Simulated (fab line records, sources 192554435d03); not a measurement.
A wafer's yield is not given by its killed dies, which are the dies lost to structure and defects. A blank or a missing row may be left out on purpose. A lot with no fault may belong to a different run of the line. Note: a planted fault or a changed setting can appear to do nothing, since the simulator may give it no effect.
Matching of chambers / flow n5Finfet / 4 sister chambers for N5_BEOL_M0_SAQP_ETCH_49 on rieDiel-01
The step etches SiO2 in CF4/O2, target depth 37 nm. 16 wafers are shown with their chamber, then 8 later ones without.

== EACH WAFER AND ITS CHAMBER ==
wafer=L075.2; chamber=2; drypumpMotorCurrentA (A)=6.3; showerheadPlenumPTorr (Torr)=2.13; rfVppV (V)=251
wafer=L075.4; chamber=0; drypumpMotorCurrentA (A)=5.6; showerheadPlenumPTorr (Torr)=2.18; rfVppV (V)=248
wafer=L075.6; chamber=0; drypumpMotorCurrentA (A)=5.6; showerheadPlenumPTorr (Torr)=2.18; rfVppV (V)=251
wafer=L078.1; chamber=0; drypumpMotorCurrentA (A)=5.6; showerheadPlenumPTorr (Torr)=2.18; rfVppV (V)=249
wafer=L078.4; chamber=1; drypumpMotorCurrentA (A)=5.4; showerheadPlenumPTorr (Torr)=2.21; rfVppV (V)=232
wafer=L078.6; chamber=3; drypumpMotorCurrentA (A)=5.4; showerheadPlenumPTorr (Torr)=2.21; rfVppV (V)=245
wafer=L079.1; chamber=2; drypumpMotorCurrentA (A)=6.3; showerheadPlenumPTorr (Torr)=2.12; rfVppV (V)=253
wafer=L079.2; chamber=3; drypumpMotorCurrentA (A)=5.4; showerheadPlenumPTorr (Torr)=2.21; rfVppV (V)=244
wafer=L079.3; chamber=1; drypumpMotorCurrentA (A)=5.5; showerheadPlenumPTorr (Torr)=2.21; rfVppV (V)=232
wafer=L089.1; chamber=3; drypumpMotorCurrentA (A)=5.4; showerheadPlenumPTorr (Torr)=2.21; rfVppV (V)=243
wafer=L089.2; chamber=2; drypumpMotorCurrentA (A)=6.3; showerheadPlenumPTorr (Torr)=2.12; rfVppV (V)=253
wafer=L089.5; chamber=1; drypumpMotorCurrentA (A)=5.5; showerheadPlenumPTorr (Torr)=2.20; rfVppV (V)=230
wafer=L090.2; chamber=1; drypumpMotorCurrentA (A)=5.5; showerheadPlenumPTorr (Torr)=2.20; rfVppV (V)=231
wafer=L090.4; chamber=2; drypumpMotorCurrentA (A)=6.3; showerheadPlenumPTorr (Torr)=2.12; rfVppV (V)=253
wafer=L090.6; chamber=3; drypumpMotorCurrentA (A)=5.4; showerheadPlenumPTorr (Torr)=2.21; rfVppV (V)=245
wafer=L094.2; chamber=1; drypumpMotorCurrentA (A)=5.5; showerheadPlenumPTorr (Torr)=2.20; rfVppV (V)=232

SIGNATURES (means of the wafers above)
reading=drypumpMotorCurrentA; chamber 0=5.600; chamber 1=5.480; chamber 2=6.300; chamber 3=5.400; scatter within a chamber=0.0258
reading=showerheadPlenumPTorr; chamber 0=2.1800; chamber 1=2.2040; chamber 2=2.1225; chamber 3=2.2100; scatter within a chamber=0.00403
reading=rfVppV; chamber 0=249.33; chamber 1=231.40; chamber 2=252.50; chamber 3=244.25; scatter within a chamber=1.07
Rule: a wafer's distance from a chamber is the root of the sum, over the readings, of the square of ((its reading less the chamber's mean) divided by the reading's scatter). The wafer belongs to the nearest chamber; if the next one is less than 2 further off, it can't be placed. The scatter: take each reading less its chamber's mean, square it, sum over the shown wafers, divide by the number of wafers less the number of chambers, and take the root.

== WAFERS MISSING THEIR CHAMBER ==
wafer=L094.3; drypumpMotorCurrentA (A)=5.4; showerheadPlenumPTorr (Torr)=2.20; rfVppV (V)=245
wafer=L094.5; drypumpMotorCurrentA (A)=5.5; showerheadPlenumPTorr (Torr)=2.20; rfVppV (V)=231
wafer=L096.2; drypumpMotorCurrentA (A)=5.4; showerheadPlenumPTorr (Torr)=2.20; rfVppV (V)=245
wafer=L096.3; drypumpMotorCurrentA (A)=5.5; showerheadPlenumPTorr (Torr)=2.20; rfVppV (V)=230
wafer=L096.6; drypumpMotorCurrentA (A)=6.2; showerheadPlenumPTorr (Torr)=2.11; rfVppV (V)=252
wafer=L097.1; drypumpMotorCurrentA (A)=5.6; showerheadPlenumPTorr (Torr)=2.18; rfVppV (V)=249
wafer=L097.3; drypumpMotorCurrentA (A)=5.4; showerheadPlenumPTorr (Torr)=2.20; rfVppV (V)=243
wafer=L097.6; drypumpMotorCurrentA (A)=6.2; showerheadPlenumPTorr (Torr)=2.11; rfVppV (V)=253

== CHAMBER TAKEN BY EACH ==
wafer=L094.3; from the rows above=3; in truth=3
wafer=L094.5; from the rows above=1; in truth=1
wafer=L096.2; from the rows above=3; in truth=3
wafer=L096.3; from the rows above=1; in truth=1
wafer=L096.6; from the rows above=2; in truth=2
wafer=L097.1; from the rows above=0; in truth=0
wafer=L097.3; from the rows above=3; in truth=3
wafer=L097.6; from the rows above=2; in truth=2
8 of 8 placed correctly. Not placeable from these rows: 0. Wrongly placed: 0.
